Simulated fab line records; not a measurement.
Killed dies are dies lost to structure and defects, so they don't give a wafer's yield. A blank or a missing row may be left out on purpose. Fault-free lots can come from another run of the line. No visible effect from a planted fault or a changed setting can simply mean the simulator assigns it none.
Split-lot experiment + flow n5 finfet + on a route of 1938 steps: 7 lots, 21 wafers read

## ON THE SPLIT
At N5_BEOL_M1_ILD_DEP_00 (deposits SiOC from DEMS/O2, target thk 79 nm, time 15.3 s), the setting time s was moved away from the recipe's 15.3 s on 10 of the 21 wafers read, by -9.7% to +11.6%. The other wafers ran this setting at the recipe's value.

Split to reading: the file shows no intervening step.

## THE READING
M1_ILD_THK in nanometres, read at N5_BEOL_M1_THK_MEAS_01. A value of 79.3 nm with a standard deviation of 0.99 nm is what fault-free wafers of this fab line usually give.

| wafer  | tool, chamber at the split | time s as run, s | against the recipe | M1_ILD_THK, nm | against lot-mates on the recipe |
|--------|----------------------------|------------------|--------------------|----------------|---------------------------------|
| L074.1 | pecvd-02, 0                | 14.42            | -5.8%              | 74.9           | no lot-mate on the recipe       |
| L074.4 | pecvd-02, 1                | 14.42            | -5.8%              | 75.6           | no lot-mate on the recipe       |
| L074.6 | pecvd-02, 2                | 14.42            | -5.8%              | 76.7           | no lot-mate on the recipe       |
| L075.1 | pecvd-04, 2                | 14.37            | -6.1%              | 73.2           | -5.3                            |
| L075.3 | pecvd-04, 0                | 15.3             | recipe             | 78.5           | -                               |
| L075.6 | pecvd-04, 0                | 14.37            | -6.1%              | 74.7           | -3.8                            |
| L077.4 | pecvd-02, 0                | 13.82            | -9.7%              | 73.1           | -7.7                            |
| L077.5 | pecvd-02, 2                | 15.3             | recipe             | 80.9           | -                               |
| L077.6 | pecvd-02, 0                | 15.3             | recipe             | 80.6           | -                               |
| L079.3 | pecvd-02, 1                | 15.3             | recipe             | 78.9           | -                               |
| L079.4 | pecvd-02, 2                | 15.3             | recipe             | 81.9           | -                               |
| L079.5 | pecvd-02, 1                | 15.3             | recipe             | 80.8           | -                               |
| L084.1 | pecvd-03, 0                | 14.48            | -5.4%              | 74.7           | -5.2                            |
| L084.4 | pecvd-03, 0                | 15.3             | recipe             | 79.9           | -                               |
| L084.6 | pecvd-03, 1                | 14.48            | -5.4%              | 76.0           | -3.9                            |
| L089.3 | pecvd-03, 0                | 17.08            | +11.6%             | 86.8           | +6.4                            |
| L089.4 | pecvd-03, 1,2              | 15.3             | recipe             | 80.4           | -                               |
| L089.5 | pecvd-03, 1,2              | 15.3             | recipe             | 80.4           | -                               |
| L091.1 | pecvd-04, 1                | 14.38            | -6.0%              | 73.2           | -5.0                            |
| L091.2 | pecvd-04, 0                | 15.3             | recipe             | 77.8           | -                               |
| L091.6 | pecvd-04, 0                | 15.3             | recipe             | 78.5           | -                               |
The file does not say which wafer passed through which chamber wherever a row lists several chambers: such a row stands for several wafers.

FIT RESULTS
A straight line over all 21 wafers: M1_ILD_THK changes by +0.731 nm for each +1% of time s; r = +0.94; the points scatter about the line by 1.3 nm.
The same after taking each lot's own level away (the mean of its wafers on the recipe; 18 wafers): +0.69 nm for each +1%; r = +0.97; scatter 0.83 nm.
That fit puts the effect of the largest move of time s on the reading at 8 nm.
Measured against the standard deviation above, the lots' own levels, which go from 78.15 to 80.75 nm, span 2.6 times it.
The two slopes agree, so the slope changes little with the lot-to-lot level.
Check: +9.24 nm against its lot-mates is what the line predicts for one of the wafers moved furthest among these (+11.6%) when that wafer is left out of the fit. It came out at +6.4 nm against them.

## THESE WAFERS: OTHER SPLITS
Note: prior to the reading, these wafers also went through further splits. Each is held against what the fit with the lots' levels taken away leaves over:
| other split on the same wafers         | wafers away from the commonest value | r with M1_ILD_THK (lot level and that fit taken away) |
|----------------------------------------|--------------------------------------|-------------------------------------------------------|
| N5_GATE_CUT_COAT_27 spin rpm           | 3                                    | -0.01                                                 |
| N5_MOL_CONTACT_COAG_COAT_76 spin rpm   | 3                                    | +0.07                                                 |
| N5_BEOL_M0_SAQP_HM_DEP_02 target thk a | 5                                    | +0.20                                                 |
| N5_BEOL_M0_SAQP_MANDREL_ETCH_20 bias w | 8                                    | +0.29                                                 |

## THE WHOLE CHAIN: every reading that the file lists as answering this split, in the file's order
| step                   | what it does                                              | reading                                                                            | change (the file's fit)               | r (the file's) |
|------------------------|-----------------------------------------------------------|------------------------------------------------------------------------------------|---------------------------------------|----------------|
| N5_BEOL_M1_ILD_DEP_00  | deposits SiOC from DEMS/O2, target thk 79 nm, time 15.3 s | SiOC_of_BEOL_M1_ILD_DEP_00.thk nm (the simulator's own value, which no gauge read) | +0.695 nm for each +1% of the setting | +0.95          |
| N5_BEOL_M1_THK_MEAS_01 |                                                           | M1_ILD_THK                                                                         | +0.697 for each +1% of the setting    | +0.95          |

## FILE'S OWN FIT
M1_ILD_THK changes by +0.697 nm for each +1% of time s, r = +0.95.
